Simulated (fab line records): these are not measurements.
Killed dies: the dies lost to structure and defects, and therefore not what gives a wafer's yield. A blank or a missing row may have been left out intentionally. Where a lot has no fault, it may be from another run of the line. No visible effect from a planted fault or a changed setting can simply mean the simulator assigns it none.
Tool commonality check | flow n5Finfet | Sampled: 8 lots, 24 wafers

== REASON IT WAS OPENED ==
N5_GATE_CUT_THK_MEAS_24, reading GC_FILL_THK: flagged on 2 of 8 lots. No-fault wafers: 219.3 nm, standard deviation 1.8.
Rule: a lot gets a flag if all its wafers with a number sit over 4 standard deviations from that mean, or if no wafer of it has a number. As for the other lots, they are considered sound.

lot  | measured     | on           | GC_FILL_THK (nm), wafer by wafer | flag
L435 | day 6 03:25  | filmMetro-01 | 220.7 221.4 220.9                | 
L436 | day 6 09:50  | filmMetro-02 | 218.4 218.3 218.1                | 
L440 | day 7 14:28  | filmMetro-02 | 220.5 218.3 219.0                | 
L443 | day 8 08:09  | filmMetro-01 | 220.3 221.8 220.7                | 
L445 | day 8 13:26  | filmMetro-02 | 217.9 217.0 220.0                | 
L448 | day 9 09:52  | filmMetro-02 | 195.2 195.0 194.1                | FLAGGED
L449 | day 9 17:43  | filmMetro-01 | 193.4 198.2 195.3                | FLAGGED
L452 | day 10 10:12 | filmMetro-01 | 217.6 219.9 216.6                | 
Average over the flagged lots: 195.2 nm; offset from the usual -24.1 nm, equal to -13 standard deviations.

== WHICH TOOL EACH LOT WENT THROUGH ==
The record holds 5 process steps before the reading, out of a route of 1938 steps. Read each cell as the tool, then ch plus the chambers that the sampled wafers visited, then the start.
lot  | flag    | N5_GATE_CUT_HM_DEP_46          | N5_GATE_CUT_ETCH_36               | N5_GATE_CUT_CUT_ETCH_53         | N5_GATE_CUT_ALD_22              | N5_GATE_CUT_CMP_23
L435 |         | pecvd-04 ch 0,2, day 6 00:20   | rieDiel-06 ch 0,2,3, day 6 00:51  | rieMetal-01 ch 1, day 6 01:11   | aldSin-03 ch 0,1,2, day 6 01:38 | cmp-04 ch 0,3, day 6 03:07
L436 |         | pecvd-02 ch 1,2, day 6 06:38   | rieDiel-06 ch 0,2,3, day 6 07:17  | rieMetal-01 ch 0, day 6 07:37   | aldSin-01 ch 0,1,3, day 6 08:04 | cmp-01 ch 1,2,3, day 6 09:38
L440 |         | pecvd-04 ch 0,1,2, day 7 11:15 | rieDiel-02 ch 1,3, day 7 11:53    | rieMetal-02 ch 0,1, day 7 12:14 | aldSin-03 ch 0,1,2, day 7 12:40 | cmp-04 ch 0,2, day 7 14:10
L443 |         | pecvd-04 ch 0,1,2, day 8 03:55 | rieDiel-02 ch 1,2,3, day 8 04:33  | rieMetal-03 ch 0,1, day 8 04:53 | aldSin-02 ch 0,1,3, day 8 06:22 | cmp-03 ch 1,2,3, day 8 07:51
L445 |         | pecvd-02 ch 1,2, day 8 10:10   | rieDiel-04 ch 0,3, day 8 10:42    | rieMetal-03 ch 0,1, day 8 11:02 | aldSin-01 ch 0,1,3, day 8 11:38 | cmp-01 ch 0,2,3, day 8 13:10
L448 | FLAGGED | pecvd-04 ch 0,1, day 9 06:46   | rieDiel-02 ch 0,1,2, day 9 07:17  | rieMetal-02 ch 0,1, day 9 07:38 | aldSin-02 ch 0,1, day 9 08:04   | cmp-03 ch 2,3, day 9 09:36
L449 | FLAGGED | pecvd-04 ch 0,1, day 9 14:29   | rieDiel-06 ch 0,3, day 9 15:08    | rieMetal-01 ch 0,1, day 9 15:29 | aldSin-01 ch 0,1,2, day 9 15:55 | cmp-03 ch 0,1,2, day 9 17:32
L452 |         | pecvd-03 ch 0,1, day 10 06:56  | rieDiel-06 ch 0,2,3, day 10 07:35 | rieMetal-03 ch 1, day 10 07:56  | aldSin-02 ch 0,1, day 10 08:25  | cmp-03 ch 0,1, day 10 09:54
These steps, and what they do:
- N5_GATE_CUT_HM_DEP_46: deposits SiO2 from TEOS/O2, target thk 130 nm, time 26.6 s.
- N5_GATE_CUT_ETCH_36: etches SiARC in CF4, target depth 13 nm, time 21.7 s.
- N5_GATE_CUT_CUT_ETCH_53: etches W in SF6/Cl2, target depth 79.2 nm.
- N5_GATE_CUT_ALD_22: deposits SiNx, target thk 16 nm, pulse time 1 s, ald cycles 320.
- N5_GATE_CUT_CMP_23: polishes, stops on SiO2, t overpolish 23.4 s, target thk 16 nm.
- N5_GATE_CUT_THK_MEAS_24

== FLAGGED AGAINST TOTAL, ONE TOOL AT A TIME (gauges that did the reading follow at the end) ==
step                    | tool         | lots run | flagged | share of the flagged lots | sound lots run after its first flagged lot
N5_GATE_CUT_HM_DEP_46   | pecvd-02     | 2        | 0       | none                      | -
N5_GATE_CUT_HM_DEP_46   | pecvd-03     | 1        | 0       | none                      | -
N5_GATE_CUT_HM_DEP_46   | pecvd-04     | 5        | 2       | all                       | 0
N5_GATE_CUT_ETCH_36     | rieDiel-02   | 3        | 1       | some                      | 0
N5_GATE_CUT_ETCH_36     | rieDiel-04   | 1        | 0       | none                      | -
N5_GATE_CUT_ETCH_36     | rieDiel-06   | 4        | 1       | some                      | 1 (L452)
N5_GATE_CUT_CUT_ETCH_53 | rieMetal-01  | 3        | 1       | some                      | 0
N5_GATE_CUT_CUT_ETCH_53 | rieMetal-02  | 2        | 1       | some                      | 0
N5_GATE_CUT_CUT_ETCH_53 | rieMetal-03  | 3        | 0       | none                      | -
N5_GATE_CUT_ALD_22      | aldSin-01    | 3        | 1       | some                      | 0
N5_GATE_CUT_ALD_22      | aldSin-02    | 3        | 1       | some                      | 1 (L452)
N5_GATE_CUT_ALD_22      | aldSin-03    | 2        | 0       | none                      | -
N5_GATE_CUT_CMP_23      | cmp-01       | 2        | 0       | none                      | -
N5_GATE_CUT_CMP_23      | cmp-03       | 4        | 2       | all                       | 1 (L452)
N5_GATE_CUT_CMP_23      | cmp-04       | 2        | 0       | none                      | -
N5_GATE_CUT_THK_MEAS_24 | filmMetro-01 | 4        | 1       | some                      | 1 (L452)
N5_GATE_CUT_THK_MEAS_24 | filmMetro-02 | 4        | 1       | some                      | 0

== THE TABLE: WHAT IT ALLOWS ==
2 rows of the table ran every flagged lot: pecvd-04 at N5_GATE_CUT_HM_DEP_46, cmp-03 at N5_GATE_CUT_CMP_23.
- pecvd-04 at N5_GATE_CUT_HM_DEP_46: 2 of its 5 lots flagged. Its last sound lot is L443 (day 8 03:55), its first flagged lot L448 (day 9 06:46): a fault that began between those two fits.
- cmp-03 at N5_GATE_CUT_CMP_23: 2 of its 4 lots flagged. Sound lots followed the first flagged one (L452) on it, something a lasting fault affecting the whole tool could not allow.
pecvd-04 at N5_GATE_CUT_HM_DEP_46 is the single tool remaining.

== WHAT THE SIMULATOR HAD INSERTED ==
Site profile drift: pecvd-04, from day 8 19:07 on, at N5_GATE_CUT_HM_DEP_46. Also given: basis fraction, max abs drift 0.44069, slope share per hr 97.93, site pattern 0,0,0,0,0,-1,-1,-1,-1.
Lots struck among those shown: L448, L449. Same finding as the rule above.
